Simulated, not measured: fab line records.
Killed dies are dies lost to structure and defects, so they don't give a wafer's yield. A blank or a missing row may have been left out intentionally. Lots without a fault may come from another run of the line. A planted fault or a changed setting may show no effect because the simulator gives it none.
Which tool was responsible? ; flow n5-finfet ; 24 lots with 72 wafers sampled at 6 steps, on a route of 1938 steps

== WHAT THE GAUGES SHOWED, per wafer ==
No reading from a measuring or inspecting step in the record can be judged against a usual standard deviation.

== EACH LOT AND THE TOOL THAT RAN IT (in order: tool; ch and the chambers of the sampled wafers; start) ==
lot;N5_BEOL_M2_ANNEAL_95;N5_BEOL_M3_ANNEAL_82;N5_BEOL_M3_ANNEAL_87;N5_BEOL_M3_ANNEAL_95;N5_BEOL_M3_SPUTTER_96;N5_BEOL_M3_ANNEAL_51
L074;pvd-sputter-03, day 6 23:32;pvd-sputter-02, day 7 09:23;pvd-sputter-02, day 7 09:36;pvd-sputter-02, day 7 10:29;pvd-sputter-02, day 7 10:37;rtp-anneal-01 ch 0, day 7 11:02
L075;pvd-sputter-02, day 7 03:13;pvd-sputter-02, day 7 12:02;pvd-sputter-02, day 7 12:16;pvd-sputter-02, day 7 13:08;pvd-sputter-02, day 7 13:17;rtp-anneal-01 ch 0, day 7 13:29
L076;pvd-sputter-01, day 7 13:17;pvd-sputter-03, day 8 03:01;pvd-sputter-03, day 8 03:14;pvd-sputter-03, day 8 04:07;pvd-sputter-03, day 8 04:16;rtp-anneal-02 ch 0, day 8 04:43
L077;pvd-sputter-01, day 7 16:38;pvd-sputter-02, day 8 08:03;pvd-sputter-02, day 8 08:16;pvd-sputter-02, day 8 11:47;pvd-sputter-02, day 8 11:55;rtp-anneal-01 ch 0, day 8 12:07
L079;pvd-sputter-01, day 8 03:56;pvd-sputter-03, day 8 10:22;pvd-sputter-03, day 8 10:35;pvd-sputter-03, day 8 11:28;pvd-sputter-03, day 8 11:36;rtp-anneal-01 ch 0, day 8 11:48
L078;pvd-sputter-01, day 8 05:51;pvd-sputter-03, day 8 17:57;pvd-sputter-03, day 8 18:10;pvd-sputter-03, day 8 19:03;pvd-sputter-03, day 8 19:11;rtp-anneal-01 ch 0, day 8 19:23
L080;pvd-sputter-03, day 8 08:58;pvd-sputter-01, day 8 21:49;pvd-sputter-01, day 8 22:02;pvd-sputter-01, day 8 22:55;pvd-sputter-01, day 8 23:04;rtp-anneal-01 ch 0, day 8 23:15
L081;pvd-sputter-03, day 8 20:56;pvd-sputter-03, day 9 06:42;pvd-sputter-03, day 9 06:55;pvd-sputter-03, day 9 07:48;pvd-sputter-03, day 9 07:56;rtp-anneal-02 ch 0, day 9 08:08
L082;pvd-sputter-01, day 9 05:18;pvd-sputter-03, day 9 16:17;pvd-sputter-03, day 9 16:30;pvd-sputter-03, day 9 17:23;pvd-sputter-03, day 9 17:31;rtp-anneal-01 ch 0, day 9 17:43
L083;pvd-sputter-03, day 9 12:38;pvd-sputter-01, day 10 06:26;pvd-sputter-01, day 10 06:40;pvd-sputter-01, day 10 07:32;pvd-sputter-01, day 10 07:41;rtp-anneal-02 ch 0, day 10 08:01
L084;pvd-sputter-01, day 9 20:39;pvd-sputter-01, day 10 11:57;pvd-sputter-01, day 10 12:10;pvd-sputter-01, day 10 13:03;pvd-sputter-01, day 10 13:11;rtp-anneal-01 ch 0, day 10 13:26
L085;pvd-sputter-03, day 10 01:21;pvd-sputter-03, day 10 15:49;pvd-sputter-03, day 10 16:02;pvd-sputter-03, day 10 16:55;pvd-sputter-03, day 10 17:03;rtp-anneal-01 ch 0, day 10 17:17
L086;pvd-sputter-01, day 10 04:31;pvd-sputter-01, day 10 15:57;pvd-sputter-01, day 10 16:10;pvd-sputter-01, day 10 17:03;pvd-sputter-01, day 10 17:11;rtp-anneal-02 ch 0, day 10 17:23
L087;pvd-sputter-02, day 10 06:58;pvd-sputter-01, day 10 19:29;pvd-sputter-01, day 10 19:43;pvd-sputter-01, day 10 20:35;pvd-sputter-01, day 10 20:44;rtp-anneal-02 ch 0, day 10 20:56
L088;pvd-sputter-02, day 10 09:59;pvd-sputter-03, day 10 22:56;pvd-sputter-03, day 10 23:09;pvd-sputter-03, day 11 00:02;pvd-sputter-03, day 11 00:10;rtp-anneal-02 ch 0, day 11 00:22
L090;pvd-sputter-02, day 11 00:16;pvd-sputter-02, day 11 10:58;pvd-sputter-02, day 11 11:11;pvd-sputter-02, day 11 12:04;pvd-sputter-02, day 11 12:13;rtp-anneal-01 ch 0, day 11 12:30
L089;pvd-sputter-03, day 11 02:05;pvd-sputter-01, day 11 10:58;pvd-sputter-01, day 11 11:11;pvd-sputter-01, day 11 12:04;pvd-sputter-01, day 11 12:13;rtp-anneal-02 ch 0, day 11 12:32
L091;pvd-sputter-03, day 11 06:52;pvd-sputter-03, day 11 23:20;pvd-sputter-03, day 11 23:33;pvd-sputter-03, day 12 00:26;pvd-sputter-03, day 12 00:34;rtp-anneal-01 ch 0, day 12 01:07
L092;pvd-sputter-03, day 11 08:56;pvd-sputter-02, day 12 02:29;pvd-sputter-02, day 12 02:43;pvd-sputter-02, day 12 03:35;pvd-sputter-02, day 12 03:44;rtp-anneal-02 ch 0, day 12 04:27
L094;pvd-sputter-01, day 12 00:26;pvd-sputter-01, day 12 08:40;pvd-sputter-01, day 12 08:53;pvd-sputter-01, day 12 09:46;pvd-sputter-01, day 12 09:54;rtp-anneal-01 ch 0, day 12 10:06
L093;pvd-sputter-03, day 12 03:16;pvd-sputter-02, day 12 10:59;pvd-sputter-02, day 12 11:13;pvd-sputter-02, day 12 12:05;pvd-sputter-02, day 12 12:14;rtp-anneal-01 ch 0, day 12 12:26
L095;pvd-sputter-03, day 12 14:34;pvd-sputter-02, day 13 02:56;pvd-sputter-02, day 13 03:10;pvd-sputter-02, day 13 04:02;pvd-sputter-02, day 13 04:11;rtp-anneal-02 ch 0, day 13 04:25
L096;pvd-sputter-01, day 12 17:17;pvd-sputter-01, day 13 03:38;pvd-sputter-01, day 13 03:51;pvd-sputter-01, day 13 04:44;pvd-sputter-01, day 13 04:52;rtp-anneal-01 ch 0, day 13 05:10
L097;pvd-sputter-01, day 12 19:26;pvd-sputter-02, day 13 13:21;pvd-sputter-02, day 13 13:34;pvd-sputter-02, day 13 14:27;pvd-sputter-02, day 13 14:35;rtp-anneal-02 ch 0, day 13 14:50
- N5_BEOL_M2_ANNEAL_95: time 240 s.
- N5_BEOL_M3_ANNEAL_82: time 240 s.
- N5_BEOL_M3_ANNEAL_87: time 240 s.
- N5_BEOL_M3_ANNEAL_95: time 240 s.
- N5_BEOL_M3_SPUTTER_96: material Cu, target thk 4.5 nm, time 8.29 s.
- N5_BEOL_M3_ANNEAL_51: time 90 s.

== WHAT THE TOOLS THEMSELVES READ (means of the sampled wafers that have a number; where no wafer has one, the mark that the record gives instead) ==
N5_BEOL_M2_ANNEAL_95.
lot;tool;heater-power-w (W)
L074;pvd-sputter-03;822
L075;pvd-sputter-02;817
L076;pvd-sputter-01;798
L077;pvd-sputter-01;765
L079;pvd-sputter-01;763
L078;pvd-sputter-01;803
L080;pvd-sputter-03;770
L081;pvd-sputter-03;787
L082;pvd-sputter-01;810
L083;pvd-sputter-03;776
L084;pvd-sputter-01;768
L085;pvd-sputter-03;753
L086;pvd-sputter-01;789
L087;pvd-sputter-02;818
L088;pvd-sputter-02;820
L090;pvd-sputter-02;779
L089;pvd-sputter-03;783
L091;pvd-sputter-03;722
L092;pvd-sputter-03;753
L094;pvd-sputter-01;764
L093;pvd-sputter-03;768
L095;pvd-sputter-03;758
L096;pvd-sputter-01;746
L097;pvd-sputter-01;775

N5_BEOL_M3_ANNEAL_82.
lot;tool;heater-power-w (W)
L074;pvd-sputter-02;825
L075;pvd-sputter-02;776
L076;pvd-sputter-03;787
L077;pvd-sputter-02;845
L079;pvd-sputter-03;777
L078;pvd-sputter-03;746
L080;pvd-sputter-01;778
L081;pvd-sputter-03;816
L082;pvd-sputter-03;779
L083;pvd-sputter-01;862
L084;pvd-sputter-01;748
L085;pvd-sputter-03;760
L086;pvd-sputter-01;824
L087;pvd-sputter-01;783
L088;pvd-sputter-03;733
L090;pvd-sputter-02;817
L089;pvd-sputter-01;836
L091;pvd-sputter-03;753
L092;pvd-sputter-02;746
L094;pvd-sputter-01;787
L093;pvd-sputter-02;863
L095;pvd-sputter-02;861
L096;pvd-sputter-01;784
L097;pvd-sputter-02;821

N5_BEOL_M3_ANNEAL_87.
lot;tool;heater-power-w (W)
L074;pvd-sputter-02;851
L075;pvd-sputter-02;770
L076;pvd-sputter-03;772
L077;pvd-sputter-02;846
L079;pvd-sputter-03;771
L078;pvd-sputter-03;743
L080;pvd-sputter-01;794
L081;pvd-sputter-03;816
L082;pvd-sputter-03;786
L083;pvd-sputter-01;849
L084;pvd-sputter-01;763
L085;pvd-sputter-03;750
L086;pvd-sputter-01;810
L087;pvd-sputter-01;757
L088;pvd-sputter-03;746
L090;pvd-sputter-02;798
L089;pvd-sputter-01;827
L091;pvd-sputter-03;768
L092;pvd-sputter-02;750
L094;pvd-sputter-01;786
L093;pvd-sputter-02;867
L095;pvd-sputter-02;846
L096;pvd-sputter-01;786
L097;pvd-sputter-02;814

N5_BEOL_M3_ANNEAL_95.
lot;tool;heater-power-w (W)
L074;pvd-sputter-02;861
L075;pvd-sputter-02;787
L076;pvd-sputter-03;787
L077;pvd-sputter-02;850
L079;pvd-sputter-03;775
L078;pvd-sputter-03;737
L080;pvd-sputter-01;779
L081;pvd-sputter-03;812
L082;pvd-sputter-03;792
L083;pvd-sputter-01;857
L084;pvd-sputter-01;756
L085;pvd-sputter-03;766
L086;pvd-sputter-01;815
L087;pvd-sputter-01;766
L088;pvd-sputter-03;746
L090;pvd-sputter-02;814
L089;pvd-sputter-01;833
L091;pvd-sputter-03;752
L092;pvd-sputter-02;735
L094;pvd-sputter-01;794
L093;pvd-sputter-02;846
L095;pvd-sputter-02;849
L096;pvd-sputter-01;779
L097;pvd-sputter-02;806

N5_BEOL_M3_SPUTTER_96.
lot;tool;chamber-pressure-pa (Pa);throttle-valve-pct (%)
L074;pvd-sputter-02;0.07;29.1
L075;pvd-sputter-02;0.07;29.1
L076;pvd-sputter-03;0.07;30.4
L077;pvd-sputter-02;0.07;29.6
L079;pvd-sputter-03;0.07;30.5
L078;pvd-sputter-03;0.07;30.0
L080;pvd-sputter-01;0.07;29.9
L081;pvd-sputter-03;0.07;30.6
L082;pvd-sputter-03;0.07;30.4
L083;pvd-sputter-01;0.07;30.2
L084;pvd-sputter-01;0.07;30.5
L085;pvd-sputter-03;0.07;30.1
L086;pvd-sputter-01;0.07;30.7
L087;pvd-sputter-01;0.07;30.2
L088;pvd-sputter-03;0.07;30.1
L090;pvd-sputter-02;0.07;29.2
L089;pvd-sputter-01;0.07;30.4
L091;pvd-sputter-03;0.07;30.1
L092;pvd-sputter-02;0.07;29.0
L094;pvd-sputter-01;0.07;29.9
L093;pvd-sputter-02;0.07;28.8
L095;pvd-sputter-02;0.07;29.2
L096;pvd-sputter-01;0.07;29.9
L097;pvd-sputter-02;0.07;29.2

N5_BEOL_M3_ANNEAL_51.
lot;tool;wafer_temp_C_max
L074;rtp-anneal-01;226.15
L075;rtp-anneal-01;226.40
L076;rtp-anneal-02;226.54
L077;rtp-anneal-01;226.30
L079;rtp-anneal-01;226.22
L078;rtp-anneal-01;226.15
L080;rtp-anneal-01;226.03
L081;rtp-anneal-02;226.61
L082;rtp-anneal-01;226.59
L083;rtp-anneal-02;226.30
L084;rtp-anneal-01;226.21
L085;rtp-anneal-01;226.38
L086;rtp-anneal-02;226.39
L087;rtp-anneal-02;226.10
L088;rtp-anneal-02;226.64
L090;rtp-anneal-01;226.42
L089;rtp-anneal-02;226.39
L091;rtp-anneal-01;226.07
L092;rtp-anneal-02;226.64
L094;rtp-anneal-01;226.36
L093;rtp-anneal-01;226.65
L095;rtp-anneal-02;226.31
L096;rtp-anneal-01;226.40
L097;rtp-anneal-02;226.15

== THE ANSWER, worked out from the rows above alone ==
Rule: what is usual is taken from the lots themselves. The widest of any qualifying gaps counts: lots, ordered by their means at a reading, are off when they make up no more than a third of the lots, leave a main group of 4 or more, and stand apart from it by 3 or more times the standard deviation of that group's means. A main group is skipped when, at the precision printed for the reading in the tables above, its means are all equal. A lot without any number at a reading at which 4 lots or more have one is off too. Any other lot the step has rows for is counted as sound. The gauges are gone through in route order, then the tools' own readings, and for those a lot's mean is taken as printed above. The first step at which some lot is off is used, and at that step the reading that is off furthest; a lot without a number counts as furthest.
None of the lots is off at any reading shown; this tells nothing.

== WHAT WAS PUT IN BY THE SIMULATOR ==
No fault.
